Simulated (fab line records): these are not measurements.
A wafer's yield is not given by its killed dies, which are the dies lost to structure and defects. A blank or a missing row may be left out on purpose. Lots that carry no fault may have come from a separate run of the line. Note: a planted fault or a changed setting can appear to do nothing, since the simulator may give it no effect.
What tool caused it? / flow n5-finfet / 14 lots with 42 wafers sampled at 5 steps, on a route of 1938 steps

## WHAT THE GAUGES READ, wafer by wafer
N5_BEOL_M7_CD_MEAS_18: pitch 80 nm, target cd 40 nm.
lot=L161; measured=day 9 01:34; on=cd-sem-01; cd-nm (nm)=39.7 40.2 39.7
lot=L162; measured=day 9 03:44; on=cd-sem-01; cd-nm (nm)=39.7 39.4 40.2
lot=L164; measured=day 9 14:33; on=cd-sem-01; cd-nm (nm)=- - -
lot=L165; measured=day 9 20:50; on=cd-sem-02; cd-nm (nm)=- - -
lot=L173; measured=day 11 23:10; on=cd-sem-02; cd-nm (nm)=40.2 40.2 39.3
lot=L174; measured=day 12 16:16; on=cd-sem-01; cd-nm (nm)=40.2 40.2 40.3
lot=L177; measured=day 12 19:33; on=cd-sem-03; cd-nm (nm)=40.9 40.2 40.4
lot=L179; measured=day 12 22:14; on=cd-sem-02; cd-nm (nm)=40.3 40.3 40.2
lot=L176; measured=day 12 23:26; on=cd-sem-03; cd-nm (nm)=39.9 40.3 40.3
lot=L178; measured=day 13 01:01; on=cd-sem-01; cd-nm (nm)=40.9 40.1 39.5
lot=L180; measured=day 14 00:12; on=cd-sem-01; cd-nm (nm)=40.2 39.8 40.1
lot=L183; measured=day 14 21:06; on=cd-sem-02; cd-nm (nm)=38.8 39.8 40.0
lot=L182; measured=day 15 01:34; on=cd-sem-03; cd-nm (nm)=40.3 40.1 39.5
lot=L184; measured=day 15 06:49; on=cd-sem-01; cd-nm (nm)=40.5 40.5 40.6

## WHICH TOOL RAN EACH LOT (tool, then ch and the chambers of the sampled wafers, then the start)
lot=L161; N5_BEOL_M6_SURFACE_TREAT_79=pvd-sputter-03, day 8 21:53; N5_BEOL_M7_ETCH_61=rie-diel-05 ch 0,1,2, day 9 01:04; N5_BEOL_M7_ETCH_62=rie-diel-05 ch 0,1,2, day 9 01:07; N5_BEOL_M7_HM_OPEN_17=rie-metal-03 ch 0, day 9 01:20
lot=L162; N5_BEOL_M6_SURFACE_TREAT_79=pvd-sputter-03, day 8 22:01; N5_BEOL_M7_ETCH_61=rie-diel-01 ch 0,1,2, day 9 03:17; N5_BEOL_M7_ETCH_62=rie-diel-01 ch 0,1,2, day 9 03:20; N5_BEOL_M7_HM_OPEN_17=rie-metal-03 ch 0,1, day 9 03:31
lot=L164; N5_BEOL_M6_SURFACE_TREAT_79=pvd-sputter-02, day 9 10:24; N5_BEOL_M7_ETCH_61=rie-diel-01 ch 2,3, day 9 14:07; N5_BEOL_M7_ETCH_62=rie-diel-01 ch 2,3, day 9 14:10; N5_BEOL_M7_HM_OPEN_17=rie-metal-01 ch 0,1, day 9 14:23
lot=L165; N5_BEOL_M6_SURFACE_TREAT_79=pvd-sputter-03, day 9 17:14; N5_BEOL_M7_ETCH_61=rie-diel-02 ch 1,2,3, day 9 20:24; N5_BEOL_M7_ETCH_62=rie-diel-02 ch 1,2,3, day 9 20:27; N5_BEOL_M7_HM_OPEN_17=rie-metal-01 ch 0,1, day 9 20:40
lot=L173; N5_BEOL_M6_SURFACE_TREAT_79=pvd-sputter-02, day 11 18:29; N5_BEOL_M7_ETCH_61=rie-diel-05 ch 0,2,3, day 11 22:29; N5_BEOL_M7_ETCH_62=rie-diel-05 ch 0,2,3, day 11 22:32; N5_BEOL_M7_HM_OPEN_17=rie-metal-02 ch 1, day 11 22:46
lot=L174; N5_BEOL_M6_SURFACE_TREAT_79=pvd-sputter-03, day 12 11:22; N5_BEOL_M7_ETCH_61=rie-diel-01 ch 0,2,3, day 12 15:39; N5_BEOL_M7_ETCH_62=rie-diel-01 ch 0,2,3, day 12 15:43; N5_BEOL_M7_HM_OPEN_17=rie-metal-02 ch 0,1, day 12 15:53
lot=L177; N5_BEOL_M6_SURFACE_TREAT_79=pvd-sputter-02, day 12 15:31; N5_BEOL_M7_ETCH_61=rie-diel-05 ch 0,1,2, day 12 19:07; N5_BEOL_M7_ETCH_62=rie-diel-05 ch 0,1,2, day 12 19:10; N5_BEOL_M7_HM_OPEN_17=rie-metal-01 ch 1, day 12 19:22
lot=L179; N5_BEOL_M6_SURFACE_TREAT_79=pvd-sputter-02, day 12 18:25; N5_BEOL_M7_ETCH_61=rie-diel-05 ch 0,1,2, day 12 21:48; N5_BEOL_M7_ETCH_62=rie-diel-05 ch 0,1,2, day 12 21:51; N5_BEOL_M7_HM_OPEN_17=rie-metal-01 ch 0,1, day 12 22:02
lot=L176; N5_BEOL_M6_SURFACE_TREAT_79=pvd-sputter-02, day 12 19:54; N5_BEOL_M7_ETCH_61=rie-diel-02 ch 1,2,3, day 12 23:01; N5_BEOL_M7_ETCH_62=rie-diel-02 ch 1,2,3, day 12 23:04; N5_BEOL_M7_HM_OPEN_17=rie-metal-02 ch 0,1, day 12 23:16
lot=L178; N5_BEOL_M6_SURFACE_TREAT_79=pvd-sputter-02, day 12 20:06; N5_BEOL_M7_ETCH_61=rie-diel-01 ch 0,2, day 13 00:33; N5_BEOL_M7_ETCH_62=rie-diel-01 ch 0,2, day 13 00:36; N5_BEOL_M7_HM_OPEN_17=rie-metal-02 ch 0,1, day 13 00:47
lot=L180; N5_BEOL_M6_SURFACE_TREAT_79=pvd-sputter-01, day 13 17:25; N5_BEOL_M7_ETCH_61=rie-diel-05 ch 0,1,2, day 13 23:41; N5_BEOL_M7_ETCH_62=rie-diel-05 ch 0,1,2, day 13 23:45; N5_BEOL_M7_HM_OPEN_17=rie-metal-01 ch 0,1, day 13 23:58
lot=L183; N5_BEOL_M6_SURFACE_TREAT_79=pvd-sputter-02, day 14 11:53; N5_BEOL_M7_ETCH_61=rie-diel-02 ch 0,1,3, day 14 20:40; N5_BEOL_M7_ETCH_62=rie-diel-02 ch 0,1,3, day 14 20:44; N5_BEOL_M7_HM_OPEN_17=rie-metal-01 ch 0,1, day 14 20:55
lot=L182; N5_BEOL_M6_SURFACE_TREAT_79=pvd-sputter-02, day 14 20:55; N5_BEOL_M7_ETCH_61=rie-diel-01 ch 0,1,2, day 15 00:59; N5_BEOL_M7_ETCH_62=rie-diel-01 ch 0,1,2, day 15 01:03; N5_BEOL_M7_HM_OPEN_17=rie-metal-01 ch 1, day 15 01:16
lot=L184; N5_BEOL_M6_SURFACE_TREAT_79=pvd-sputter-01, day 15 01:34; N5_BEOL_M7_ETCH_61=rie-diel-02 ch 2,3, day 15 06:14; N5_BEOL_M7_ETCH_62=rie-diel-02 ch 2,3, day 15 06:18; N5_BEOL_M7_HM_OPEN_17=rie-metal-01 ch 1, day 15 06:31
- N5_BEOL_M6_SURFACE_TREAT_79
- N5_BEOL_M7_ETCH_61: etches SiARC in CF4, target depth 45.5 nm, time 75.8 s.
- N5_BEOL_M7_ETCH_62: etches SOC in N2/H2, target depth 110 nm, overetch 22 nm, time 165 s.
- N5_BEOL_M7_HM_OPEN_17: chemistry Cl2/BCl3, target TiN, target depth 20 nm, overetch 6 nm.

## AS READ BY THE TOOLS THEMSELVES (means over the sampled wafers that have a number; for cases with no such wafer, the mark the record gives instead)
N5_BEOL_M7_ETCH_61.
lot=L161; tool=rie-diel-05; cf4-flow-sccm (sccm)=100.15; drypump-motor-current-A (A)=5.8; etch-rf-on-time-s (s)=75.8; oes-product-au (a.u.)=0.73; rf-vpp-V (V)=184.6; showerhead-plenum-p-Torr (Torr)=2.17; throttle-valve-pct (%)=15.46
lot=L162; tool=rie-diel-01; cf4-flow-sccm (sccm)=99.91; drypump-motor-current-A (A)=5.9; etch-rf-on-time-s (s)=76.0; oes-product-au (a.u.)=0.58; rf-vpp-V (V)=183.5; showerhead-plenum-p-Torr (Torr)=2.17; throttle-valve-pct (%)=15.78
lot=L164; tool=rie-diel-01; cf4-flow-sccm (sccm)=99.98; drypump-motor-current-A (A)=5.6; etch-rf-on-time-s (s)=77.0; oes-product-au (a.u.)=0.61; rf-vpp-V (V)=183.5; showerhead-plenum-p-Torr (Torr)=2.16; throttle-valve-pct (%)=15.93
lot=L165; tool=rie-diel-02; cf4-flow-sccm (sccm)=99.79; drypump-motor-current-A (A)=6.1; etch-rf-on-time-s (s)=73.9; oes-product-au (a.u.)=0.69; rf-vpp-V (V)=184.5; showerhead-plenum-p-Torr (Torr)=2.16; throttle-valve-pct (%)=15.64
lot=L173; tool=rie-diel-05; cf4-flow-sccm (sccm)=99.85; drypump-motor-current-A (A)=5.9; etch-rf-on-time-s (s)=75.5; oes-product-au (a.u.)=0.66; rf-vpp-V (V)=184.7; showerhead-plenum-p-Torr (Torr)=2.17; throttle-valve-pct (%)=15.62
lot=L174; tool=rie-diel-01; cf4-flow-sccm (sccm)=99.86; drypump-motor-current-A (A)=5.9; etch-rf-on-time-s (s)=75.9; oes-product-au (a.u.)=0.67; rf-vpp-V (V)=184.1; showerhead-plenum-p-Torr (Torr)=2.15; throttle-valve-pct (%)=15.69
lot=L177; tool=rie-diel-05; cf4-flow-sccm (sccm)=100.17; drypump-motor-current-A (A)=5.8; etch-rf-on-time-s (s)=74.7; oes-product-au (a.u.)=0.70; rf-vpp-V (V)=184.3; showerhead-plenum-p-Torr (Torr)=2.16; throttle-valve-pct (%)=15.50
lot=L179; tool=rie-diel-05; cf4-flow-sccm (sccm)=100.14; drypump-motor-current-A (A)=5.8; etch-rf-on-time-s (s)=75.6; oes-product-au (a.u.)=0.70; rf-vpp-V (V)=184.6; showerhead-plenum-p-Torr (Torr)=2.16; throttle-valve-pct (%)=15.51
lot=L176; tool=rie-diel-02; cf4-flow-sccm (sccm)=99.67; drypump-motor-current-A (A)=6.1; etch-rf-on-time-s (s)=74.4; oes-product-au (a.u.)=0.66; rf-vpp-V (V)=184.1; showerhead-plenum-p-Torr (Torr)=2.15; throttle-valve-pct (%)=15.69
lot=L178; tool=rie-diel-01; cf4-flow-sccm (sccm)=99.81; drypump-motor-current-A (A)=5.8; etch-rf-on-time-s (s)=76.6; oes-product-au (a.u.)=0.63; rf-vpp-V (V)=185.5; showerhead-plenum-p-Torr (Torr)=2.19; throttle-valve-pct (%)=15.73
lot=L180; tool=rie-diel-05; cf4-flow-sccm (sccm)=100.12; drypump-motor-current-A (A)=5.8; etch-rf-on-time-s (s)=74.9; oes-product-au (a.u.)=0.70; rf-vpp-V (V)=184.5; showerhead-plenum-p-Torr (Torr)=2.16; throttle-valve-pct (%)=15.53
lot=L183; tool=rie-diel-02; cf4-flow-sccm (sccm)=99.93; drypump-motor-current-A (A)=5.8; etch-rf-on-time-s (s)=76.4; oes-product-au (a.u.)=0.61; rf-vpp-V (V)=184.3; showerhead-plenum-p-Torr (Torr)=2.13; throttle-valve-pct (%)=15.71
lot=L182; tool=rie-diel-01; cf4-flow-sccm (sccm)=99.85; drypump-motor-current-A (A)=5.9; etch-rf-on-time-s (s)=74.9; oes-product-au (a.u.)=0.79; rf-vpp-V (V)=185.3; showerhead-plenum-p-Torr (Torr)=2.16; throttle-valve-pct (%)=15.35
lot=L184; tool=rie-diel-02; cf4-flow-sccm (sccm)=99.70; drypump-motor-current-A (A)=6.1; etch-rf-on-time-s (s)=73.5; oes-product-au (a.u.)=0.70; rf-vpp-V (V)=184.6; showerhead-plenum-p-Torr (Torr)=2.16; throttle-valve-pct (%)=15.61

N5_BEOL_M7_ETCH_62.
lot=L161; tool=rie-diel-05; drypump-motor-current-A (A)=5.8; oes-product-au (a.u.)=0.72; rf-vpp-V (V)=524.3; showerhead-plenum-p-Torr (Torr)=2.58; throttle-valve-pct (%)=17.67
lot=L162; tool=rie-diel-01; drypump-motor-current-A (A)=5.9; oes-product-au (a.u.)=0.58; rf-vpp-V (V)=524.3; showerhead-plenum-p-Torr (Torr)=2.58; throttle-valve-pct (%)=17.91
lot=L164; tool=rie-diel-01; drypump-motor-current-A (A)=5.6; oes-product-au (a.u.)=0.61; rf-vpp-V (V)=524.2; showerhead-plenum-p-Torr (Torr)=2.56; throttle-valve-pct (%)=18.15
lot=L165; tool=rie-diel-02; drypump-motor-current-A (A)=6.1; oes-product-au (a.u.)=0.67; rf-vpp-V (V)=524.0; showerhead-plenum-p-Torr (Torr)=2.55; throttle-valve-pct (%)=17.84
lot=L173; tool=rie-diel-05; drypump-motor-current-A (A)=5.9; oes-product-au (a.u.)=0.65; rf-vpp-V (V)=525.0; showerhead-plenum-p-Torr (Torr)=2.59; throttle-valve-pct (%)=17.88
lot=L174; tool=rie-diel-01; drypump-motor-current-A (A)=5.9; oes-product-au (a.u.)=0.67; rf-vpp-V (V)=524.4; showerhead-plenum-p-Torr (Torr)=2.55; throttle-valve-pct (%)=17.90
lot=L177; tool=rie-diel-05; drypump-motor-current-A (A)=5.8; oes-product-au (a.u.)=0.69; rf-vpp-V (V)=524.6; showerhead-plenum-p-Torr (Torr)=2.57; throttle-valve-pct (%)=17.72
lot=L179; tool=rie-diel-05; drypump-motor-current-A (A)=5.8; oes-product-au (a.u.)=0.69; rf-vpp-V (V)=524.7; showerhead-plenum-p-Torr (Torr)=2.57; throttle-valve-pct (%)=17.71
lot=L176; tool=rie-diel-02; drypump-motor-current-A (A)=6.1; oes-product-au (a.u.)=0.65; rf-vpp-V (V)=523.6; showerhead-plenum-p-Torr (Torr)=2.54; throttle-valve-pct (%)=17.88
lot=L178; tool=rie-diel-01; drypump-motor-current-A (A)=5.8; oes-product-au (a.u.)=0.63; rf-vpp-V (V)=525.5; showerhead-plenum-p-Torr (Torr)=2.60; throttle-valve-pct (%)=17.93
lot=L180; tool=rie-diel-05; drypump-motor-current-A (A)=5.8; oes-product-au (a.u.)=0.69; rf-vpp-V (V)=524.4; showerhead-plenum-p-Torr (Torr)=2.57; throttle-valve-pct (%)=17.73
lot=L183; tool=rie-diel-02; drypump-motor-current-A (A)=5.8; oes-product-au (a.u.)=0.61; rf-vpp-V (V)=523.9; showerhead-plenum-p-Torr (Torr)=2.54; throttle-valve-pct (%)=17.93
lot=L182; tool=rie-diel-01; drypump-motor-current-A (A)=5.9; oes-product-au (a.u.)=0.78; rf-vpp-V (V)=524.9; showerhead-plenum-p-Torr (Torr)=2.56; throttle-valve-pct (%)=17.54
lot=L184; tool=rie-diel-02; drypump-motor-current-A (A)=6.1; oes-product-au (a.u.)=0.68; rf-vpp-V (V)=524.3; showerhead-plenum-p-Torr (Torr)=2.56; throttle-valve-pct (%)=17.76

N5_BEOL_M7_HM_OPEN_17.
lot=L161; tool=rie-metal-03; bcl3-flow-sccm (sccm)=21.66; bias-w (W)=126.1; drypump-motor-current-A (A)=5.5; oes-product-au (a.u.)=0.52; throttle-valve-pct (%)=22.05
lot=L162; tool=rie-metal-03; bcl3-flow-sccm (sccm)=21.74; bias-w (W)=126.0; drypump-motor-current-A (A)=6.0; oes-product-au (a.u.)=0.74; throttle-valve-pct (%)=22.14
lot=L164; tool=rie-metal-01; bcl3-flow-sccm (sccm)=-; bias-w (W)=-; drypump-motor-current-A (A)=-; oes-product-au (a.u.)=-; throttle-valve-pct (%)=-
lot=L165; tool=rie-metal-01; bcl3-flow-sccm (sccm)=-; bias-w (W)=-; drypump-motor-current-A (A)=-; oes-product-au (a.u.)=-; throttle-valve-pct (%)=-
lot=L173; tool=rie-metal-02; bcl3-flow-sccm (sccm)=21.82; bias-w (W)=126.1; drypump-motor-current-A (A)=6.0; oes-product-au (a.u.)=0.76; throttle-valve-pct (%)=21.97
lot=L174; tool=rie-metal-02; bcl3-flow-sccm (sccm)=21.76; bias-w (W)=126.0; drypump-motor-current-A (A)=5.6; oes-product-au (a.u.)=0.72; throttle-valve-pct (%)=21.98
lot=L177; tool=rie-metal-01; bcl3-flow-sccm (sccm)=21.67; bias-w (W)=125.4; drypump-motor-current-A (A)=5.2; oes-product-au (a.u.)=0.66; throttle-valve-pct (%)=21.82
lot=L179; tool=rie-metal-01; bcl3-flow-sccm (sccm)=21.80; bias-w (W)=125.6; drypump-motor-current-A (A)=6.0; oes-product-au (a.u.)=0.59; throttle-valve-pct (%)=22.01
lot=L176; tool=rie-metal-02; bcl3-flow-sccm (sccm)=21.80; bias-w (W)=126.0; drypump-motor-current-A (A)=5.6; oes-product-au (a.u.)=0.72; throttle-valve-pct (%)=21.98
lot=L178; tool=rie-metal-02; bcl3-flow-sccm (sccm)=21.77; bias-w (W)=126.2; drypump-motor-current-A (A)=5.2; oes-product-au (a.u.)=0.69; throttle-valve-pct (%)=22.00
lot=L180; tool=rie-metal-01; bcl3-flow-sccm (sccm)=21.70; bias-w (W)=126.2; drypump-motor-current-A (A)=6.0; oes-product-au (a.u.)=0.57; throttle-valve-pct (%)=22.03
lot=L183; tool=rie-metal-01; bcl3-flow-sccm (sccm)=21.73; bias-w (W)=126.2; drypump-motor-current-A (A)=5.6; oes-product-au (a.u.)=0.61; throttle-valve-pct (%)=21.94
lot=L182; tool=rie-metal-01; bcl3-flow-sccm (sccm)=21.78; bias-w (W)=126.2; drypump-motor-current-A (A)=5.2; oes-product-au (a.u.)=0.65; throttle-valve-pct (%)=21.82
lot=L184; tool=rie-metal-01; bcl3-flow-sccm (sccm)=21.76; bias-w (W)=126.1; drypump-motor-current-A (A)=5.2; oes-product-au (a.u.)=0.65; throttle-valve-pct (%)=21.83

## THE ANSWER, worked out from the rows above alone
Rule: the lots themselves supply what counts as usual. Put in order of their means at a reading, lots are off if they are a third of the lots or fewer, leave a main group of 4 or more, and stand apart from it by a gap of 3 or more times the standard deviation of the main group's means; of several such gaps the widest counts. Not used: any main group whose means are identical at the precision the tables above print for the reading. Also off: a lot with no number at a reading for which 4 or more lots have one. All remaining lots with rows at the step are treated as sound. After the gauges, taken in route order, come the tools' own readings; for these a lot's mean is taken, as printed above. At the first step where some lot is off, the reading lying furthest off is the one used; lots without a number count as furthest.
Off at N5_BEOL_M7_CD_MEAS_18 (cd-nm): L164, L165. Without a number there: L164, L165. The main group has a mean of 40.1 nm with a standard deviation of 0.28.
A tool fits if, at a process step before that reading, it ran every lot that is off, and no sound lot after the first of them. The gauges at N5_BEOL_M7_CD_MEAS_18 aren't tried: what is off there is off at N5_BEOL_M7_HM_OPEN_17 too, on other tools, and a gauge's error can't cause that. Not one of the candidates tried fits.

## WHAT THE SIMULATOR HAD PUT IN
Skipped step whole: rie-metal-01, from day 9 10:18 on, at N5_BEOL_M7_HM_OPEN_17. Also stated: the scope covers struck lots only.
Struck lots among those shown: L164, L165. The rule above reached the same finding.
